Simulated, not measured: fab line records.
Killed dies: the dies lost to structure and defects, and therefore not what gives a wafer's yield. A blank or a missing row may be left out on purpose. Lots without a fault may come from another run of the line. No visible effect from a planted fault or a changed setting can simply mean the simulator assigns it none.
fab line records / flow nandHarc
[record] lots = 5 wafers = 15 lastDay = 32
route steps=1302 shown A_CONTACT@1045 END@1302
lots that met no fault: from a run of the same line without faults
startH: start of the lot's first displayed wafer, in hours after the record's first day / waitH: hours since the lot's step before / " unchanged from the row above / L1.1+2: several wafers, shown together as one row / - no value, or no start was given / * or withheld: withheld / < > ~ a bound
route shown NAME@n: NAME is a module with steps in the file, n the number in the route of the first one / usual: mean/standard deviation of fault-free wafers / same: alike in all rows / chamber/n: place in a boat / sites: each site's reading / _std_site: their standard deviation / _edge_site: outer sites' mean less inner sites' / radiusMm: how far each site lies from the wafer's centre / mask NAME#n: copy n / behind: the tool/chamber that last shaped the wafer / hold: why the lot went on hold/how many hours it stayed there/how the hold came to an end / device: names the non-switching transistor (n, p or np) / end of line: the route-end tests of the same wafers / where a step has no rows: the recipe by itself / killed: dies lost to structure and defects at the first sort, not the wafer's yield / map: shows each die of a wafer: x if killed, . if not, _ if none is there
set.NAME: setting as actually run; set.NAME@STEP: the setting as run at that earlier step / model.NAME: the simulator's own value behind a step, which no gauge read
a table for each step, a row for each wafer; lots at some steps of the route
services: a tool's chamber out of use, with start hour (startH, from the record's first day; less than 0 if before it), hours out, and reason
[[steps]]
[step NHARC_A_CONTACT_ETCH_77]
[recipe] targetDepthA = 1089 timeS = 54.5 cf4FlowSccm = 100 chf3FlowSccm = 30 arFlowSccm = 0 rfW = 500 biasW = 200 chemistry = CF4/CHF3
[step NHARC_A_CONTACT_ETCH_78]
[recipe] targetDepthA = 53000 overEtchFrac = 0.3 timeS = 1378 ionEnergyEv = 150 o2FlowSccm = 400 cosFlowSccm = 20 arFlowSccm = 0 rfW = 500 biasW = 300 chemistry = O2/COS
[usual] drypumpMotorCurrentA = 5.80/0.27 oesProductAu = 0.998/0.014 rfVppV = 314.4/1.7 runLengthS = 1399.5/0.52 showerheadPlenumPTorr = 3.14/0.1 throttleValvePct = 28.330/0.01
lot.wafer=L616.4 tool=rieDiel-05 chamber=3 startH=- waitH=- drypumpMotorCurrentA=5.71 oesProductAu=0.999 rfHoursCounterH=20 rfVppV=315.2 runLengthS=1400.1 showerheadPlenumPTorr=3.24 throttleValvePct=28.336
lot.wafer=L616.3 tool=rieDiel-05 chamber=1 startH=- waitH=- drypumpMotorCurrentA=5.97 oesProductAu=0.966 rfHoursCounterH=19 rfVppV=315.7 runLengthS=1399.5 showerheadPlenumPTorr=3.17 throttleValvePct=28.334
lot.wafer=L616.6 tool=rieDiel-05 chamber=3 startH=- waitH=- drypumpMotorCurrentA=5.71 oesProductAu=1.013 rfHoursCounterH=- rfVppV=315.2 runLengthS=1400.4 showerheadPlenumPTorr=3.24 throttleValvePct=28.317
lot.wafer=L622.4 tool=rieDiel-10 chamber=1 startH=- waitH=- drypumpMotorCurrentA=5.75 oesProductAu=1.021 rfHoursCounterH=43 rfVppV=315.2 runLengthS=1398.2 showerheadPlenumPTorr=3.11 throttleValvePct=28.327
lot.wafer=L622.1 tool=rieDiel-10 chamber=2 startH=- waitH=- drypumpMotorCurrentA=5.42 oesProductAu=1.029 rfHoursCounterH=45 rfVppV=317.8 runLengthS=1399.5 showerheadPlenumPTorr=3.35 throttleValvePct=28.333
lot.wafer=L622.6 tool=rieDiel-10 chamber=3 startH=- waitH=- drypumpMotorCurrentA=5.95 oesProductAu=0.997 rfHoursCounterH=- rfVppV=315.5 runLengthS=1399.0 showerheadPlenumPTorr=3.19 throttleValvePct=28.333
lot.wafer=L625.3 tool=rieDiel-05 chamber=0 startH=- waitH=- drypumpMotorCurrentA=5.72 oesProductAu=0.994 rfHoursCounterH=4 rfVppV=314.3 runLengthS=1399.4 showerheadPlenumPTorr=3.14 throttleValvePct=28.307
lot.wafer=L625.4 tool=rieDiel-05 chamber=1 startH=- waitH=- drypumpMotorCurrentA=5.99 oesProductAu=0.976 rfHoursCounterH=5 rfVppV=316.2 runLengthS=1399.6 showerheadPlenumPTorr=3.16 throttleValvePct=28.337
lot.wafer=L625.1 tool=rieDiel-05 chamber=3 startH=- waitH=- drypumpMotorCurrentA=5.72 oesProductAu=0.992 rfHoursCounterH=4 rfVppV=316.5 runLengthS=1400.0 showerheadPlenumPTorr=3.23 throttleValvePct=28.348
lot.wafer=L628.1 tool=rieDiel-05 chamber=0 startH=- waitH=- drypumpMotorCurrentA=5.69 oesProductAu=1.011 rfHoursCounterH=12 rfVppV=315.0 runLengthS=1399.0 showerheadPlenumPTorr=3.13 throttleValvePct=28.328
lot.wafer=L628.4 tool=rieDiel-05 chamber=1 startH=- waitH=- drypumpMotorCurrentA=6.00 oesProductAu=0.982 rfHoursCounterH=11 rfVppV=313.6 runLengthS=1399.3 showerheadPlenumPTorr=3.16 throttleValvePct=28.345
lot.wafer=L628.5 tool=rieDiel-05 chamber=1 startH=- waitH=- drypumpMotorCurrentA=6.01 oesProductAu=0.978 rfHoursCounterH=- rfVppV=314.5 runLengthS=1399.8 showerheadPlenumPTorr=3.16 throttleValvePct=28.318
lot.wafer=L635.3 tool=rieDiel-05 chamber=0 startH=- waitH=- drypumpMotorCurrentA=5.70 oesProductAu=0.997 rfHoursCounterH=29 rfVppV=314.2 runLengthS=1398.9 showerheadPlenumPTorr=3.12 throttleValvePct=28.344
lot.wafer=L635.5 tool=rieDiel-05 chamber=0 startH=- waitH=- drypumpMotorCurrentA=5.69 oesProductAu=1.013 rfHoursCounterH=- rfVppV=314.5 runLengthS=1399.1 showerheadPlenumPTorr=3.12 throttleValvePct=28.323
lot.wafer=L635.6 tool=rieDiel-05 chamber=2 startH=- waitH=- drypumpMotorCurrentA=6.01 oesProductAu=1.014 rfHoursCounterH=- rfVppV=311.5 runLengthS=1399.1 showerheadPlenumPTorr=2.96 throttleValvePct=28.340
[step NHARC_A_CONTACT_ETCH_124]
[recipe] sourceW = withheld pressureMtorr = 20 biasV = withheld timeS = 140 targetDepthA = 7000 arFlowSccm = withheld c4f8FlowSccm = withheld o2FlowSccm = withheld chemistry = C4F8/O2/Ar
[usual] runLengthS = 141.7/0.47
lot.wafer=L616.4 tool=harCapEtch-01 chamber=1 startH=525.33 waitH=- rfHoursCounterH=- runLengthS=142.0
lot.wafer=L616.3 tool=harCapEtch-01 chamber=0 startH=525.33 waitH=- rfHoursCounterH=- runLengthS=140.8
lot.wafer=L616.6 tool=harCapEtch-01 chamber=1 startH=525.33 waitH=- rfHoursCounterH=- runLengthS=141.7
lot.wafer=L622.1 tool=harCapEtch-01 chamber=1 startH=585.43 waitH=- rfHoursCounterH=15 runLengthS=141.7
lot.wafer=L622.4 tool=harCapEtch-01 chamber=0 startH=585.43 waitH=- rfHoursCounterH=- runLengthS=141.0
lot.wafer=L622.6 tool=harCapEtch-01 chamber=1 startH=585.43 waitH=- rfHoursCounterH=- runLengthS=142.1
lot.wafer=L625.1 tool=harCapEtch-01 chamber=1 startH=607.53 waitH=- rfHoursCounterH=20 runLengthS=142.5
lot.wafer=L625.3 tool=harCapEtch-01 chamber=0 startH=607.53 waitH=- rfHoursCounterH=- runLengthS=141.0
lot.wafer=L625.4 tool=harCapEtch-01 chamber=1 startH=607.53 waitH=- rfHoursCounterH=- runLengthS=142.4
lot.wafer=L628.1 tool=harCapEtch-01 chamber=0 startH=641.39 waitH=- rfHoursCounterH=26 runLengthS=140.6
lot.wafer=L628.4 tool=harCapEtch-01 chamber=1 startH=641.39 waitH=- rfHoursCounterH=- runLengthS=141.9
lot.wafer=L628.5 tool=harCapEtch-01 chamber=0 startH=641.39 waitH=- rfHoursCounterH=- runLengthS=141.1
lot.wafer=L635.3 tool=harCapEtch-03 chamber=0 startH=713.49 waitH=- rfHoursCounterH=- runLengthS=141.7
lot.wafer=L635.6 tool=harCapEtch-03 chamber=0 startH=713.49 waitH=- rfHoursCounterH=- runLengthS=141.4
lot.wafer=L635.5 tool=harCapEtch-03 chamber=1 startH=713.49 waitH=- rfHoursCounterH=- runLengthS=141.5
[step NHARC_A_CONTACT_ETCH_125]
[recipe] sourceW = withheld pressureMtorr = 20 biasV = 3000 timeS = 197 targetDepthA = 19180 arFlowSccm = withheld c4f8FlowSccm = withheld o2FlowSccm = withheld chemistry = C4F8/O2/Ar
[step NHARC_A_CONTACT_ETCH_126]
[recipe] sourceW = withheld pressureMtorr = 20 biasV = 3000 timeS = 197 targetDepthA = 19180 arFlowSccm = withheld c4f8FlowSccm = withheld o2FlowSccm = withheld chemistry = C4F8/O2/Ar
[usual] runLengthS = 197.1/0.42
lot.wafer=L616.4 tool=harCapEtch-01 chamber=1 startH=525.70 waitH=0.1 rfHoursCounterH=- runLengthS=197.0
lot.wafer=L616.3 tool=harCapEtch-01 chamber=0 startH=525.70 waitH=0.1 rfHoursCounterH=- runLengthS=197.0
lot.wafer=L616.6 tool=harCapEtch-01 chamber=1 startH=525.70 waitH=0.1 rfHoursCounterH=- runLengthS=197.0
lot.wafer=L622.1 tool=harCapEtch-01 chamber=1 startH=585.81 waitH=0.1 rfHoursCounterH=15 runLengthS=197.0
lot.wafer=L622.4 tool=harCapEtch-01 chamber=0 startH=585.81 waitH=0.1 rfHoursCounterH=- runLengthS=197.0
lot.wafer=L622.6 tool=harCapEtch-01 chamber=1 startH=585.81 waitH=0.1 rfHoursCounterH=- runLengthS=197.0
lot.wafer=L625.1 tool=harCapEtch-01 chamber=1 startH=607.90 waitH=0.1 rfHoursCounterH=21 runLengthS=197.0
lot.wafer=L625.3 tool=harCapEtch-01 chamber=0 startH=607.90 waitH=0.1 rfHoursCounterH=- runLengthS=197.0
lot.wafer=L625.4 tool=harCapEtch-01 chamber=1 startH=607.90 waitH=0.1 rfHoursCounterH=- runLengthS=197.0
lot.wafer=L628.1 tool=harCapEtch-01 chamber=0 startH=641.77 waitH=0.1 rfHoursCounterH=26 runLengthS=197.0
lot.wafer=L628.4 tool=harCapEtch-01 chamber=1 startH=641.77 waitH=0.1 rfHoursCounterH=- runLengthS=197.0
lot.wafer=L628.5 tool=harCapEtch-01 chamber=0 startH=641.77 waitH=0.1 rfHoursCounterH=- runLengthS=197.0
lot.wafer=L635.3 tool=harCapEtch-03 chamber=0 startH=713.86 waitH=0.1 rfHoursCounterH=- runLengthS=197.0
lot.wafer=L635.6 tool=harCapEtch-03 chamber=0 startH=713.86 waitH=0.1 rfHoursCounterH=- runLengthS=197.0
lot.wafer=L635.5 tool=harCapEtch-03 chamber=1 startH=713.86 waitH=0.1 rfHoursCounterH=- runLengthS=197.0
[step NHARC_A_CONTACT_ETCH_127]
[recipe] sourceW = withheld pressureMtorr = 20 biasV = 3000 timeS = 197 targetDepthA = 19180 arFlowSccm = withheld c4f8FlowSccm = withheld o2FlowSccm = withheld chemistry = C4F8/O2/Ar
[usual] runLengthS = 197.1/0.41
lot.wafer=L616.4 tool=harCapEtch-01 chamber=1 startH=525.88 waitH=0.2 rfHoursCounterH=- runLengthS=197.0
lot.wafer=L616.3 tool=harCapEtch-01 chamber=0 startH=525.88 waitH=0.2 rfHoursCounterH=- runLengthS=197.0
lot.wafer=L616.6 tool=harCapEtch-01 chamber=1 startH=525.88 waitH=0.2 rfHoursCounterH=- runLengthS=197.0
lot.wafer=L622.1 tool=harCapEtch-01 chamber=1 startH=585.99 waitH=0.1 rfHoursCounterH=15 runLengthS=197.0
lot.wafer=L622.4 tool=harCapEtch-01 chamber=0 startH=585.99 waitH=0.1 rfHoursCounterH=- runLengthS=197.0
lot.wafer=L622.6 tool=harCapEtch-01 chamber=1 startH=585.99 waitH=0.1 rfHoursCounterH=- runLengthS=197.0
lot.wafer=L625.1 tool=harCapEtch-01 chamber=1 startH=608.08 waitH=0.1 rfHoursCounterH=21 runLengthS=197.0
lot.wafer=L625.3 tool=harCapEtch-01 chamber=0 startH=608.08 waitH=0.1 rfHoursCounterH=- runLengthS=197.0
lot.wafer=L625.4 tool=harCapEtch-01 chamber=1 startH=608.08 waitH=0.1 rfHoursCounterH=- runLengthS=197.0
lot.wafer=L628.1 tool=harCapEtch-01 chamber=0 startH=641.94 waitH=0.1 rfHoursCounterH=26 runLengthS=197.0
lot.wafer=L628.4 tool=harCapEtch-01 chamber=1 startH=641.94 waitH=0.1 rfHoursCounterH=- runLengthS=197.0
lot.wafer=L628.5 tool=harCapEtch-01 chamber=0 startH=641.94 waitH=0.1 rfHoursCounterH=- runLengthS=197.0
lot.wafer=L635.3 tool=harCapEtch-03 chamber=0 startH=714.03 waitH=0.1 rfHoursCounterH=- runLengthS=197.0
lot.wafer=L635.6 tool=harCapEtch-03 chamber=0 startH=714.03 waitH=0.1 rfHoursCounterH=- runLengthS=197.0
lot.wafer=L635.5 tool=harCapEtch-03 chamber=1 startH=714.03 waitH=0.1 rfHoursCounterH=- runLengthS=197.0
[step NHARC_A_CONTACT_ETCH_128]
[recipe] sourceW = withheld pressureMtorr = 20 biasV = 3000 timeS = 197 targetDepthA = 19180 arFlowSccm = withheld c4f8FlowSccm = withheld o2FlowSccm = withheld chemistry = C4F8/O2/Ar
[usual] runLengthS = 197.1/0.43
lot.wafer=L616.4 tool=harCapEtch-01 chamber=1 startH=526.06 waitH=0.1 rfHoursCounterH=- runLengthS=197.0
lot.wafer=L616.3 tool=harCapEtch-01 chamber=0 startH=526.06 waitH=0.1 rfHoursCounterH=- runLengthS=197.0
lot.wafer=L616.6 tool=harCapEtch-01 chamber=1 startH=526.06 waitH=0.1 rfHoursCounterH=- runLengthS=197.0
lot.wafer=L622.1 tool=harCapEtch-01 chamber=1 startH=586.17 waitH=0.1 rfHoursCounterH=16 runLengthS=197.0
lot.wafer=L622.4 tool=harCapEtch-01 chamber=0 startH=586.17 waitH=0.1 rfHoursCounterH=- runLengthS=197.0
lot.wafer=L622.6 tool=harCapEtch-01 chamber=1 startH=586.17 waitH=0.1 rfHoursCounterH=- runLengthS=197.0
lot.wafer=L625.1 tool=harCapEtch-01 chamber=1 startH=608.26 waitH=0.1 rfHoursCounterH=21 runLengthS=197.0
lot.wafer=L625.3 tool=harCapEtch-01 chamber=0 startH=608.26 waitH=0.1 rfHoursCounterH=- runLengthS=197.0
lot.wafer=L625.4 tool=harCapEtch-01 chamber=1 startH=608.26 waitH=0.1 rfHoursCounterH=- runLengthS=197.0
lot.wafer=L628.1 tool=harCapEtch-01 chamber=0 startH=642.12 waitH=0.1 rfHoursCounterH=26 runLengthS=197.0
lot.wafer=L628.4 tool=harCapEtch-01 chamber=1 startH=642.12 waitH=0.1 rfHoursCounterH=- runLengthS=197.0
lot.wafer=L628.5 tool=harCapEtch-01 chamber=0 startH=642.12 waitH=0.1 rfHoursCounterH=- runLengthS=197.0
lot.wafer=L635.3 tool=harCapEtch-03 chamber=0 startH=714.20 waitH=0.1 rfHoursCounterH=- runLengthS=197.0
lot.wafer=L635.6 tool=harCapEtch-03 chamber=0 startH=714.20 waitH=0.1 rfHoursCounterH=- runLengthS=197.0
lot.wafer=L635.5 tool=harCapEtch-03 chamber=1 startH=714.20 waitH=0.1 rfHoursCounterH=- runLengthS=197.0
[step NHARC_A_CONTACT_ETCH_129]
[recipe] sourceW = withheld pressureMtorr = 20 biasV = 3000 timeS = 197 targetDepthA = 19180 arFlowSccm = withheld c4f8FlowSccm = withheld o2FlowSccm = withheld chemistry = C4F8/O2/Ar
[step NHARC_A_CONTACT_ETCH_130]
[recipe] sourceW = withheld pressureMtorr = 20 biasV = 3000 timeS = 197 targetDepthA = 19180 arFlowSccm = withheld c4f8FlowSccm = withheld o2FlowSccm = withheld chemistry = C4F8/O2/Ar
[step NHARC_A_CONTACT_ETCH_131]
[recipe] sourceW = withheld pressureMtorr = 20 biasV = 3000 timeS = 197 targetDepthA = 19180 arFlowSccm = withheld c4f8FlowSccm = withheld o2FlowSccm = withheld chemistry = C4F8/O2/Ar
[step NHARC_A_CONTACT_ETCH_132]
[recipe] sourceW = withheld pressureMtorr = 20 biasV = 3000 timeS = 197 targetDepthA = 19240 arFlowSccm = withheld c4f8FlowSccm = withheld o2FlowSccm = withheld chemistry = C4F8/O2/Ar
[step NHARC_A_CONTACT_ETCH_133]
[recipe] sourceW = withheld pressureMtorr = 20 biasV = 400 timeS = 374 targetDepthA = 16100 arFlowSccm = withheld c4f8FlowSccm = 11.5 o2FlowSccm = 7.2 chemistry = C4F8/O2/Ar
[step NHARC_A_CONTACT_ETCH_91]
[recipe] targetDepthA = 400 overEtchFrac = 0.5 timeS = 85.7 ionEnergyEv = 120 ch3fFlowSccm = 50 o2FlowSccm = 30 arFlowSccm = 200 rfW = 500 biasW = 100 chemistry = CH3F/O2
[usual] drypumpMotorCurrentA = 5.75/0.3 oesProductAu = 0.928/0.02 rfVppV = 244.9/1.5 runLengthS = 107.0/0.56 showerheadPlenumPTorr = 2.49/0.09 throttleValvePct = 20.664/0.0097
lot.wafer=L616.3 tool=rieDiel-05 chamber=2 startH=527.69 waitH=0.5 drypumpMotorCurrentA=6.08 oesProductAu=0.933 rfHoursCounterH=21 rfVppV=243.5 runLengthS=106.8 showerheadPlenumPTorr=2.34 throttleValvePct=20.667
lot.wafer=L616.4 tool=rieDiel-05 chamber=0 startH=527.69 waitH=0.5 drypumpMotorCurrentA=5.71 oesProductAu=0.923 rfHoursCounterH=20 rfVppV=246.0 runLengthS=107.0 showerheadPlenumPTorr=2.48 throttleValvePct=20.647
lot.wafer=L616.6 tool=rieDiel-05 chamber=1 startH=527.69 waitH=0.5 drypumpMotorCurrentA=5.99 oesProductAu=0.892 rfHoursCounterH=- rfVppV=245.4 runLengthS=106.8 showerheadPlenumPTorr=2.49 throttleValvePct=20.673
lot.wafer=L622.1 tool=rieDiel-10 chamber=2 startH=587.85 waitH=0.7 drypumpMotorCurrentA=5.44 oesProductAu=0.948 rfHoursCounterH=46 rfVppV=246.1 runLengthS=107.2 showerheadPlenumPTorr=2.64 throttleValvePct=20.678
lot.wafer=L622.4 tool=rieDiel-10 chamber=3 startH=587.85 waitH=0.7 drypumpMotorCurrentA=5.95 oesProductAu=0.926 rfHoursCounterH=51 rfVppV=244.2 runLengthS=107.0 showerheadPlenumPTorr=2.51 throttleValvePct=20.672
lot.wafer=L622.6 tool=rieDiel-10 chamber=1 startH=587.85 waitH=0.7 drypumpMotorCurrentA=5.75 oesProductAu=0.936 rfHoursCounterH=- rfVppV=244.2 runLengthS=106.1 showerheadPlenumPTorr=2.45 throttleValvePct=20.659
lot.wafer=L625.3 tool=rieDiel-05 chamber=0 startH=609.92 waitH=0.6 drypumpMotorCurrentA=5.69 oesProductAu=0.912 rfHoursCounterH=6 rfVppV=245.0 runLengthS=106.7 showerheadPlenumPTorr=2.47 throttleValvePct=20.685
lot.wafer=L625.1 tool=rieDiel-05 chamber=1 startH=609.92 waitH=0.6 drypumpMotorCurrentA=5.98 oesProductAu=0.903 rfHoursCounterH=6 rfVppV=244.2 runLengthS=107.3 showerheadPlenumPTorr=2.49 throttleValvePct=20.668
lot.wafer=L625.4 tool=rieDiel-05 chamber=2 startH=609.92 waitH=0.6 drypumpMotorCurrentA=6.12 oesProductAu=0.937 rfHoursCounterH=5 rfVppV=241.9 runLengthS=107.3 showerheadPlenumPTorr=2.34 throttleValvePct=20.673
lot.wafer=L628.1 tool=rieDiel-05 chamber=0 startH=643.80 waitH=0.7 drypumpMotorCurrentA=5.71 oesProductAu=0.925 rfHoursCounterH=12 rfVppV=244.2 runLengthS=106.6 showerheadPlenumPTorr=2.47 throttleValvePct=20.664
lot.wafer=L628.4 tool=rieDiel-05 chamber=2 startH=643.80 waitH=0.7 drypumpMotorCurrentA=6.10 oesProductAu=0.920 rfHoursCounterH=10 rfVppV=242.0 runLengthS=106.9 showerheadPlenumPTorr=2.34 throttleValvePct=20.664
lot.wafer=L628.5 tool=rieDiel-05 chamber=3 startH=643.80 waitH=0.7 drypumpMotorCurrentA=5.72 oesProductAu=0.909 rfHoursCounterH=- rfVppV=245.0 runLengthS=107.9 showerheadPlenumPTorr=2.55 throttleValvePct=20.670
lot.wafer=L635.3 tool=rieDiel-05 chamber=0 startH=715.83 waitH=0.6 drypumpMotorCurrentA=5.71 oesProductAu=0.923 rfHoursCounterH=30 rfVppV=243.8 runLengthS=68.8 showerheadPlenumPTorr=2.46 throttleValvePct=20.665
lot.wafer=L635.6 tool=rieDiel-05 chamber=3 startH=715.83 waitH=0.6 drypumpMotorCurrentA=5.70 oesProductAu=0.921 rfHoursCounterH=- rfVppV=245.5 runLengthS=107.6 showerheadPlenumPTorr=2.54 throttleValvePct=20.659
lot.wafer=L635.5 tool=rieDiel-05 chamber=0 startH=715.83 waitH=0.6 drypumpMotorCurrentA=5.70 oesProductAu=0.921 rfHoursCounterH=- rfVppV=245.8 runLengthS=69.0 showerheadPlenumPTorr=2.46 throttleValvePct=20.675
[step NHARC_A_CONTACT_ETCH_97]
[recipe] targetDepthA = 200 overEtchFrac = 0.5 timeS = 10 ionEnergyEv = 250 c4f6FlowSccm = 25 o2FlowSccm = 20 arFlowSccm = 500 rfW = 600 biasW = 500 chemistry = C4F6/O2
[step NHARC_END_SORT_01]
[recipe] tempC = 25
[usual] killedAtArray = 58/22 killedAtOther = 1.0/1.3 killedAtPeriphery = 5/3.4 killedDies = 64/22 killedOpen = 3.6/1.8 killedShort = 2.4/1.7
[same] grossDies = 677
lot.wafer=L635.3 tool=prober-02 chamber=0 startH=773.45 waitH=3.1 killedAtArray=220 killedAtOther=0 killedAtPeriphery=6 killedDies=226 killedOpen=2 killedShort=3
lot.wafer=L635.5 tool=prober-02 chamber=0 startH=775.04 waitH=3.7 killedAtArray=178 killedAtOther=0 killedAtPeriphery=9 killedDies=187 killedOpen=4 killedShort=0
// killed by level:class
L635.3 A_CONTACT:areaEtch=197 A_SLIT:chamberFilmFlake=6 P_GATE:chamberFilmFlake=4 A_CHANNEL_HOLE_D1:chamberFilmFlake=4 A_STAIRCASE:chamberFilmFlake=3 A_M1:chamberFilmFlake=3 A_CHANNEL_FILL_D2:geometricParticle:short=2 P_GATE:geometricParticle:open=1
L635.5 A_CONTACT:areaEtch=155 A_SLIT:chamberFilmFlake=9 P_GATE:chamberFilmFlake=6 A_STAIRCASE:chamberFilmFlake=4 A_CHANNEL_HOLE_D1:unspecified=3 A_DECK1_JOINT:chamberFilmFlake=2 P_CONTACT:geometricParticle:open=1 P_M0:geometricParticle:open=1
// map L635.3 (x killed, . not)
____________.____________
_________xx.xxxx_________
_______xx.xx..xxx._______
______x.....x..x.xx______
_____xx.xx....x....x_____
____xx..x.xx.....x.xx____
____.xxxxx.......xx..____
___xx.....x....x.xx.xx___
___x.x.xxx...x.....x.x___
__.xx..x........x....xx__
__x.xxx.x............x.__
_.......x.............xx_
_x...x..............xxx._
_xxxx.x..............x.._
_xxx................x.x._
_.x.x..................._
xx...x......x........x...
xx...x......x..........xx
xx..x......x.xx.....x....
x.x.........xx.x....x..xx
xx.x.x........x.......xx.
_xx...x........x....x.xx_
_.x.x...........x....x.._
_x.xxx.x.....x...x...xx._
_x.xx.x......x......x..x_
_xxx.x........x..x....xx_
__xx.x.........x...x..x__
__x.x.x..x.........x..x__
___xx.xx..........xx.x___
___xxx.....x...x...x.x___
____xx...x.........xx____
____xx....x.x...xxx.x____
_____.xxxxx..xxxx..x_____
______..xxxxxx...xx______
_______xxx..xxx..x_______
_________xxx.x.x_________
____________x____________
// map L628.4 (x killed, . not)
____________.____________
_________......._________
_______..........._______
______.............______
_____..............._____
____.................____
____................x____
___...................___
___...................___
__.....................__
__............x........__
_...............x......._
_......................._
_.....x....x.x......x..._
_......x................_
_...x..................._
...x.....................
.........................
..x..x................x..
..x.............x........
....x..x.................
_......................._
_..x.x.................._
_..........xx.x........._
_..x.........xx....x...._
_....x.....xx.x........._
__.xx......xx.xx.......__
__...x......x..........__
___.......xx.xxx......___
___........xxx........___
____..x.....xxx......____
____..........xx.....____
_____..............._____
______.............______
_______..........._______
_________......._________
____________.____________
[[services]]
tool=rieDiel-05 chamber=2 startH=503.05 hours=1.7 kind=repair
tool=harCapEtch-01 chamber=0 startH=514.00 hours=- kind=clean
tool=harCapEtch-01 chamber=0 startH=514.00 hours=- kind=consumableReplace:focusRing
tool=harCapEtch-01 chamber=1 startH=514.00 hours=- kind=clean
tool=rieDiel-05 chamber=0 startH=514.10 hours=- kind=clean
tool=rieDiel-05 chamber=1 startH=514.10 hours=- kind=clean
tool=rieDiel-05 chamber=2 startH=514.10 hours=- kind=clean
tool=rieDiel-05 chamber=3 startH=514.10 hours=- kind=clean
tool=rieDiel-05 chamber=0 startH=538.86 hours=- kind=clean
tool=rieDiel-05 chamber=1 startH=538.86 hours=- kind=clean
tool=rieDiel-05 chamber=2 startH=538.86 hours=- kind=clean
tool=rieDiel-05 chamber=3 startH=538.86 hours=- kind=clean
tool=rieDiel-10 chamber=0 startH=539.17 hours=2.1 kind=repair
tool=rieDiel-05 chamber=0 startH=563.42 hours=- kind=clean
tool=rieDiel-05 chamber=1 startH=563.42 hours=- kind=clean
tool=rieDiel-05 chamber=2 startH=563.42 hours=- kind=clean
tool=rieDiel-05 chamber=3 startH=563.42 hours=- kind=clean
tool=rieDiel-05 chamber=- startH=584.22 hours=9.0 kind=pm
tool=rieDiel-10 chamber=0 startH=593.91 hours=3.1 kind=repair
tool=rieDiel-10 chamber=- startH=599.96 hours=9.0 kind=pm
tool=rieDiel-10 chamber=3 startH=622.77 hours=5.5 kind=repair
tool=rieDiel-05 chamber=0 startH=641.73 hours=1.7 kind=repair
tool=rieDiel-05 chamber=1 startH=684.98 hours=12.2 kind=repair
tool=rieDiel-10 chamber=0 startH=710.45 hours=4.6 kind=repair
[[key]]
[firstSign] step = NHARC_A_CONTACT_ETCH_91 reading = runLengthS direction = down sigmas = 69 usual = * struck = *
[effect] step = NHARC_END_SORT_01 reading = killedDies direction = up sigmas = 6.6 usual = 64 struck = 206
[moreKillsBornAt] NHARC_A_CONTACT_ETCH_91@rieDiel-05 = 352
metAt NHARC_A_CONTACT_ETCH_91
struckWafers L635.3,L635.5
testerLeftOut L635
onsetBetween 643.80 715.83
[fault] kind = processParameterDrift tool = rieDiel-05 chamber = 0 onsetH = 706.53 steps = NHARC_A_CONTACT_ETCH_91 channel = timeS offset = * shape = step endH = 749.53 actsIn = * stated = *
// testerLeftOut: of these lots the tester's yield and bins aren't shown, on N5 and GAA mostly nor the transistor test; their killed dies are dies lost to structure and defects alone, not to doping, threshold or leakage, so they don't give the yield
